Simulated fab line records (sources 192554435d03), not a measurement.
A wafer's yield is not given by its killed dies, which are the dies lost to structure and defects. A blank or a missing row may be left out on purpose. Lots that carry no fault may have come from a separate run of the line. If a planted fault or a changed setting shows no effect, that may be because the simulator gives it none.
A struck lot beside a sound one + flow n5-finfet + 15 out of 1938 route steps
Sound: wafers L344.2, L344.3, L344.6. Struck: wafers L348.1, L348.6. The cause is given at the end.
Each step with rows lists, per side, the tool, then ch with its chambers, then its first start. Under that, the readings that differ: sound wafers + struck wafers + difference of the means + sigmas: that difference in standard deviations of wafers without a fault.
alike: readings with means less than 2 such deviations apart, plus words and numbers identical on both sides. not compared: withheld readings, readings lacking a value on some wafer, bounds such as >300 that could conceal the same value, and numbers that have no deviation in the record and whose values overlap.
Wherever a step has rows on one side only, a row that says differs or no value, or a row with sigmas, the two part there. Numbers that have no deviation but don't overlap get no sigmas and don't part them. A reading that every wafer of one side lacks parts them only if that side has two wafers or more.

N5_BEOL_M6_TRENCH_ETCH_37: etches SiCOH lowk in C4F6/O2, target depth 94.435 nm, time 31.5 s.
  sound on rie-diel-01 ch 1,2,3; struck on rie-diel-04 ch 0,2
  alike: drypump-motor-current-A, oes-product-au, rf-vpp-V, showerhead-plenum-p-Torr, throttle-valve-pct
  not compared: rf-hours-counter-h
then, 1 step without rows for these wafers: N5_BEOL_M6_ETCH_41 (etches SiCN in CH3F/O2, target depth 29.7 nm, time 52 s).
N5_BEOL_M6_STRIP_80: strips in N2/H2, time 10 s.
  sound on rie-diel-01 ch 1,2,3; struck on rie-diel-04 ch 0,2
  alike: drypump-motor-current-A, oes-product-au, rf-vpp-V, showerhead-plenum-p-Torr, throttle-valve-pct
  not compared: rf-hours-counter-h
N5_BEOL_M6_OCD_MEAS_38:
  sound on ocd-01 at day 11 06:40; struck on ocd-01 at day 13 04:21
  alike: trench-depth-nm
then, 4 steps without rows for these wafers: N5_BEOL_M6_HM_STRIP_39 (strips TiN in peroxide tin strip, target depth 25 nm, time 158 s); N5_BEOL_M6_SRD_40 (time 30 s); N5_BEOL_M6_PRECLEAN_42 (cleans in residue remover, time 60 s); N5_BEOL_M6_SRD_43 (time 30 s).
N5_BEOL_M6_CD_MEAS_35: target cd 40 nm, target cd y 28 nm.
  sound on cd-sem-01 at day 11 06:49; struck on cd-sem-03 at day 13 04:36
  alike: cd-nm
then, 1 step without rows for these wafers: N5_BEOL_M6_CURE_75 (cures SiCOH lowk, time 120 s).
N5_BEOL_M6_DEGAS_44: time 60 s.
  sound on pvd-sputter-03 at day 11 07:10; struck on pvd-sputter-01 at day 13 06:16
  alike: heater-power-w
N5_BEOL_M6_PRE_CLEAN_45: time 30 s.
  sound on pvd-sputter-03 at day 11 07:13; struck on pvd-sputter-01 at day 13 06:19
  alike: heater-power-w
N5_BEOL_M6_ALD_77: deposits TaN, target thk 2 nm, pulse time 2 s, purge time 3 s.
  sound on ald-metal-01 ch 1,2, day 11 07:17; struck on ald-metal-01 ch 1,3, day 13 06:29
| reading                                 | sound    | struck  | difference | sigmas |
|-----------------------------------------|----------|---------|------------|--------|
| ald-cycles                              | 40 40 40 | 52 52   | +12        |        |
| model.TaN_of_BEOL_M6_ALD_77.thk-nm (nm) | 2 2 2    | 2.6 2.6 | +0.6       |        |
  alike: heater-power-w
N5_BEOL_M6_SURFACE_TREAT_79:
  sound on pvd-sputter-03 at day 11 07:46; struck on pvd-sputter-01 at day 13 06:47
  not compared: throttle-valve-pct
-- here the record skips 4 days between the struck wafers' starts before and after, leaving off in module BEOL_M6 and picking up in module PASSIVATION (first step shown: number 1936 of the route) --
N5_PASSIVATION_PROBE_49:
  sound on prober-01 at day 15 07:16; struck on prober-01 at day 16 23:23
  alike: defect-limited-yield, killed_at_M0_to_M3, killed_at_M4_up, killed-at-contacts, killed-at-front-end, killed-at-other, killed-dies, killed-open, killed-short, sort_bin_5_function, sort_bin_6_memory, sort-n-pass, sort-yield-pct

## WHERE THEY PART
Nowhere in this record.

WHY: what the simulator had put in
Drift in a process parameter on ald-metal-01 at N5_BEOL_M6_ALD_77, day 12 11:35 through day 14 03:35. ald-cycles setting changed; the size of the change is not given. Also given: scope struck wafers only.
